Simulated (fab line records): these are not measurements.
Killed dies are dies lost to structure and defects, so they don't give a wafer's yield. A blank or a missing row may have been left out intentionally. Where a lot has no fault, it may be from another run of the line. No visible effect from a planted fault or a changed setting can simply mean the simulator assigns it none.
Matching of chambers || flow nandHarc || NHARC_P_M1_PRE_CLEAN_32 on pecvd-04: 3 sister chambers
The step time 12 s. 3 wafers are shown with their chamber, then 8 later ones without.

== WAFERS, EACH WITH ITS CHAMBER ==
{"wafer": "L091.3", "chamber": 1, "heaterPowerW (W)": 527}
{"wafer": "L091.6", "chamber": 2, "heaterPowerW (W)": 543}
{"wafer": "L092.1", "chamber": 0, "heaterPowerW (W)": 670}

== WAFERS MISSING THEIR CHAMBER ==
{"wafer": "L092.5", "heaterPowerW (W)": 609}
{"wafer": "L092.6", "heaterPowerW (W)": 564}
{"wafer": "L093.2", "heaterPowerW (W)": 623}
{"wafer": "L093.3", "heaterPowerW (W)": 579}
{"wafer": "L093.5", "heaterPowerW (W)": 606}
{"wafer": "L095.1", "heaterPowerW (W)": 567}
{"wafer": "L095.4", "heaterPowerW (W)": 544}
{"wafer": "L095.5", "heaterPowerW (W)": 740}

== THE CHAMBER EACH PASSED THROUGH ==
{"wafer": "L092.5", "from the rows above": "can't be placed: 0 or 2 or 1", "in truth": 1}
{"wafer": "L092.6", "from the rows above": "can't be placed: 2 or 1 or 0", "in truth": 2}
{"wafer": "L093.2", "from the rows above": "can't be placed: 0 or 2 or 1", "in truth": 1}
{"wafer": "L093.3", "from the rows above": "can't be placed: 2 or 1 or 0", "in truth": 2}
{"wafer": "L093.5", "from the rows above": "can't be placed: 2 or 0 or 1", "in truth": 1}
{"wafer": "L095.1", "from the rows above": "can't be placed: 2 or 1 or 0", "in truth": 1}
{"wafer": "L095.4", "from the rows above": "can't be placed: 2 or 1", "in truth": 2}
{"wafer": "L095.5", "from the rows above": 0, "in truth": 0}
Placed correctly: 1 of 8. Unplaceable from these rows: 7, with the true chamber sitting among the candidates in 7. Number placed wrongly: 0.
How it was worked out, from the rows above alone: a wafer's distance from a chamber is the root of the sum, over the readings, of the square of ((its reading less the chamber's mean) divided by the reading's scatter). The wafer belongs to the nearest chamber; if the next one is less than 2 further off, it can't be placed. Each chamber's mean is taken over the wafers shown for it. The scatter: with one shown wafer a chamber, the root of the mean of the squares of how far each hidden wafer lies from its nearest shown one.
